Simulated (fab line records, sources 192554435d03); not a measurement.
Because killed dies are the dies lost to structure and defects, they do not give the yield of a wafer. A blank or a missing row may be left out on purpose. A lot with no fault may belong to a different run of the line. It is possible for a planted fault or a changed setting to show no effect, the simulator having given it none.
Which tool did it? / flow n5Finfet / 12 lots, 36 wafers sampled, at 1 step of a route of 1938

WHAT THE GAUGES SHOWED, per wafer
N5_BEOL_M6_CD_MEAS_18: pitch 80 nm, target cd 40 nm.
lot=L075; measured=day 8 19:29; on=cdSem-01; cdNm (nm)=40.0 40.0 40.4
lot=L077; measured=day 9 05:05; on=cdSem-02; cdNm (nm)=40.0 39.5 40.2
lot=L080; measured=day 10 00:10; on=cdSem-03; cdNm (nm)=39.8 39.8 39.7
lot=L081; measured=day 10 04:05; on=cdSem-02; cdNm (nm)=40.6 39.8 40.7
lot=L083; measured=day 11 02:28; on=cdSem-03; cdNm (nm)=39.3 39.8 39.5
lot=L085; measured=day 11 06:36; on=cdSem-03; cdNm (nm)=40.4 39.9 40.3
lot=L087; measured=day 11 10:38; on=cdSem-03; cdNm (nm)=40.4 40.1 40.2
lot=L089; measured=day 12 09:10; on=cdSem-03; cdNm (nm)=40.8 40.9 40.8
lot=L091; measured=day 13 02:40; on=cdSem-03; cdNm (nm)=39.8 40.1 40.4
lot=L095; measured=day 13 22:10; on=cdSem-01; cdNm (nm)=40.4 40.4 40.8
lot=L097; measured=day 14 02:57; on=cdSem-01; cdNm (nm)=40.0 39.7 39.9
lot=L096; measured=day 14 16:49; on=cdSem-01; cdNm (nm)=40.9 40.1 40.7

WHAT TOOL EACH LOT RAN ON (gives the tool, then ch and the chambers of the sampled wafers, and finally the start)
The record holds no process step before these readings.

THE ANSWER, worked out from the rows above alone
Rule: the usual values come from the lots themselves. The widest of any qualifying gaps counts: lots, ordered by their means at a reading, are off when they make up no more than a third of the lots, leave a main group of 4 or more, and stand apart from it by 3 or more times the standard deviation of that group's means. A main group whose means are all the same, to the digits that the tables above print for the reading, isn't used. Also off: a lot with no number at a reading for which 4 or more lots have one. Where the step has rows for the other lots, those lots are counted as sound.
Across all readings shown, no lot is off: no conclusion can be drawn from this.

WHAT THE SIMULATOR HAD PUT IN
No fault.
